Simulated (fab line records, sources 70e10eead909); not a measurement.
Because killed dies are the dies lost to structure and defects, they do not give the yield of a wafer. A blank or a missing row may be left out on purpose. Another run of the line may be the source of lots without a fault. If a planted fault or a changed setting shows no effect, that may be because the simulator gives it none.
Which tool was responsible? ; flow nand-harc ; 36 wafers from 12 lots sampled at 5 of the route's 1159 steps

WHAT THE GAUGES READ, wafer by wafer
NHARC_A_CONTACT_INSPECT_23.
lot;measured;on;raw-defect-count
L075;day 17 16:05;defect-inspect-02;293 385 321
L079;day 18 01:46;defect-inspect-02;472 387 521
L077;day 18 12:04;defect-inspect-01;519 479 672
L078;day 18 16:58;defect-inspect-01;310 332 319
L084;day 19 22:04;defect-inspect-01;389 412 374
L085;day 20 03:13;defect-inspect-01;337 344 333
L088;day 20 11:25;defect-inspect-01;513 394 315
L089;day 21 00:34;defect-inspect-02;560 441 366
L092;day 22 00:41;defect-inspect-02;361 344 508
L091;day 22 03:14;defect-inspect-02;500 528 273
L095;day 22 22:22;defect-inspect-02;483 605 676
L097;day 23 07:05;defect-inspect-02;325 454 393

WHICH TOOL RAN EACH LOT (tool, then ch and the chambers of the sampled wafers, then the start)
lot;NHARC_A_CONTACT_ETCH_77;NHARC_A_CONTACT_DEP_84;NHARC_A_CONTACT_ETCH_139;NHARC_A_CONTACT_ETCH_98
L075;rie-diel-07 ch 0,1,3, day 17 09:35 or earlier;acl-dep-03 ch 0, day 17 09:35;har-cap-etch-02 ch 0,1, day 17 13:06;rie-diel-07 ch 1,2, day 17 16:05 or earlier
L079;rie-diel-13 ch 0,2, day 17 14:21 or earlier;acl-dep-01 ch 0, day 17 14:21;har-cap-etch-02 ch 0,1, day 17 18:14;rie-diel-13 ch 0,1, day 17 18:50
L077;rie-diel-13 ch 0,3, day 18 05:07 or earlier;acl-dep-02 ch 0, day 18 05:07;har-cap-etch-02 ch 0,1, day 18 09:00;rie-diel-13 ch 1,2, day 18 12:04 or earlier
L078;rie-diel-13 ch 1,2,3, day 18 07:59 or earlier;acl-dep-01 ch 0, day 18 07:59;har-cap-etch-03 ch 0,1, day 18 11:55;rie-diel-07 ch 0,2,3, day 18 16:58 or earlier
L084;rie-diel-13 ch 0,2, day 19 14:01 or earlier;acl-dep-03 ch 0, day 19 14:01;har-cap-etch-02 ch 0,1, day 19 17:58;rie-diel-13 ch 0,2, day 19 22:04 or earlier
L085;rie-diel-13 ch 1,2,3, day 19 18:47 or earlier;acl-dep-03 ch 0, day 19 18:47;har-cap-etch-01 ch 0,1, day 19 23:00;rie-diel-07 ch 2,3, day 20 03:13 or earlier
L088;rie-diel-07 ch 0,1,2, day 20 04:10 or earlier;acl-dep-03 ch 0, day 20 04:10;har-cap-etch-03 ch 1, day 20 08:20;rie-diel-13 ch 0,1,2, day 20 11:25 or earlier
L089;rie-diel-01 ch 1,2,3, day 20 10:31 or earlier;acl-dep-01 ch 0, day 20 10:31;har-cap-etch-02 ch 0,1, day 20 14:26;rie-diel-07 ch 0,3, day 21 00:34 or earlier
L092;rie-diel-01 ch 0,1, day 21 14:43 or earlier;acl-dep-01 ch 0, day 21 14:43;har-cap-etch-03 ch 0,1, day 21 18:09;rie-diel-07 ch 0,1, day 22 00:41 or earlier
L091;rie-diel-13 ch 0,1,2, day 21 17:25 or earlier;acl-dep-02 ch 0, day 21 17:25;har-cap-etch-01 ch 0,1, day 21 21:26;rie-diel-13 ch 0,1,3, day 22 03:14 or earlier
L095;rie-diel-13 ch 1,2,3, day 22 14:34 or earlier;acl-dep-02 ch 0, day 22 14:34;har-cap-etch-02 ch 0,1, day 22 18:59;rie-diel-07 ch 0,2,3, day 22 22:22 or earlier
L097;rie-diel-13 ch 0,1,2, day 22 23:34 or earlier;acl-dep-02 ch 0, day 22 23:34;har-cap-etch-03 ch 0,1, day 23 03:25;rie-diel-13 ch 0,2,3, day 23 07:05 or earlier
- NHARC_A_CONTACT_ETCH_77: etches the open film in CF4/CHF3, target depth 72.6 nm, time 36.3 s.
- NHARC_A_CONTACT_DEP_84: deposits aC, target thk 2000 nm.
- NHARC_A_CONTACT_ETCH_139: etches the open film in C4F8/O2/Ar, time 137 s, target depth 590 nm.
- NHARC_A_CONTACT_ETCH_98: etches the open film in C4F6/O2, target depth 20 nm, time 10 s.

THE ANSWER, worked out from the rows above alone
Rule: usual is defined by the lots themselves. The widest of any qualifying gaps counts: lots, ordered by their means at a reading, are off when they make up no more than a third of the lots, leave a main group of 4 or more, and stand apart from it by 3 or more times the standard deviation of that group's means. A main group is skipped when, at the precision printed for the reading in the tables above, its means are all equal. A lot without any number at a reading at which 4 lots or more have one is off too. Where the step has rows for the other lots, those lots are counted as sound.
None of the lots is off at any reading shown; this tells nothing.

WHAT THE SIMULATOR PUT IN
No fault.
